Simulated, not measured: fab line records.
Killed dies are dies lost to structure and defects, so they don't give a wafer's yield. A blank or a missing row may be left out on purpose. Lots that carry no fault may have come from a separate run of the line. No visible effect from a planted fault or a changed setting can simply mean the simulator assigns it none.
Matching of chambers -- flow nand harc -- NHARC_A_STAIRCASE_DEP_156 on pecvd-03 has 3 sister chambers
The step deposits SiNx, target thk 50 nm. 6 wafers are shown with their chamber, then 7 later ones without.

== EACH WAFER AND ITS CHAMBER ==
wafer,chamber,heater power w (W),susceptor temp C (C)
L383.3,2,478,400.17
L390.1,0,926,399.93
L390.3,1,829,399.84
L390.6,2,554,400.35
L392.1,1,750,400.08
L392.2,0,780,400.13

== WAFERS WITHOUT THEIR CHAMBER ==
wafer,heater power w (W),susceptor temp C (C)
L392.3,543,399.99
L395.3,958,400.36
L395.4,974,400.32
L395.5,772,399.89
L396.4,790,399.70
L396.5,553,399.78
L396.6,986,399.95

== WHICH CHAMBER EACH ONE RAN IN ==
wafer,from the rows above,in truth
L392.3,can't be placed: 2 or 1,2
L395.3,can't be placed: 0 or 1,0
L395.4,can't be placed: 0 or 1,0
L395.5,can't be placed: 1 or 0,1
L396.4,can't be placed: 1 or 0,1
L396.5,can't be placed: 2 or 1 or 0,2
L396.6,can't be placed: 0 or 1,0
0 of 7 placed correctly. These rows do not allow placing 7 (true chamber among the candidates in 7). Placed wrongly: 0.
How it was worked out, from the rows above alone: a wafer's distance from a chamber is the root of the sum, over the readings, of the square of ((its reading less the chamber's mean) divided by the reading's scatter). The wafer belongs to the nearest chamber; if the next one is less than 2 further off, it can't be placed. For every chamber, the mean is computed from those of its wafers that are shown. The scatter: take each reading less its chamber's mean, square it, sum over the shown wafers, divide by the number of wafers less the number of chambers, and take the root.
